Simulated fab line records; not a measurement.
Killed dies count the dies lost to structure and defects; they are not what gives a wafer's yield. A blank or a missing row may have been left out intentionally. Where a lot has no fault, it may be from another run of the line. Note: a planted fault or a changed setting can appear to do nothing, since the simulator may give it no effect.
What tool caused it? + flow n5-finfet + 8 lots (24 wafers sampled), 1 step of a 1938-step route

== WHAT EACH GAUGE READ, for each wafer ==
N5_BEOL_M4_RC_MEAS_101.
| lot  | measured     | on        | DIBL_N (mV/V)  |
|------|--------------|-----------|----------------|
| L895 | day 7 19:00  | prober-01 | 34.3 35.3 36.3 |
| L897 | day 8 18:29  | prober-01 | 34.7 35.4 35.9 |
| L901 | day 9 13:05  | prober-01 | 38.6 38.2 37.8 |
| L905 | day 11 04:47 | prober-01 | 34.8 37.6 35.2 |
| L908 | day 11 20:33 | prober-01 | 34.9 36.3 35.6 |
| L910 | day 11 20:47 | prober-02 | 35.1 38.3 39.6 |
| L917 | day 13 20:19 | prober-01 | 36.9 36.1 37.2 |
| L918 | day 14 01:29 | prober-01 | 36.2 35.2 37.5 |

== WHICH TOOL RAN EACH LOT (tool, then ch and the chambers of the sampled wafers, then the start) ==
There is no process step in the record ahead of these readings.

== THE ANSWER, worked out from the rows above alone ==
Rule: the lots themselves supply what counts as usual. Put in order of their means at a reading, lots are off if they are a third of the lots or fewer, leave a main group of 4 or more, and stand apart from it by a gap of 3 or more times the standard deviation of the main group's means; of several such gaps the widest counts. The tables above print the reading to a certain number of digits; a main group whose means all agree to those digits is not used. A lot without any number at a reading at which 4 lots or more have one is off too. All remaining lots with rows at the step are treated as sound.
None of the lots is off at any reading shown; this tells nothing.

== WHAT HAD BEEN PUT IN BY THE SIMULATOR ==
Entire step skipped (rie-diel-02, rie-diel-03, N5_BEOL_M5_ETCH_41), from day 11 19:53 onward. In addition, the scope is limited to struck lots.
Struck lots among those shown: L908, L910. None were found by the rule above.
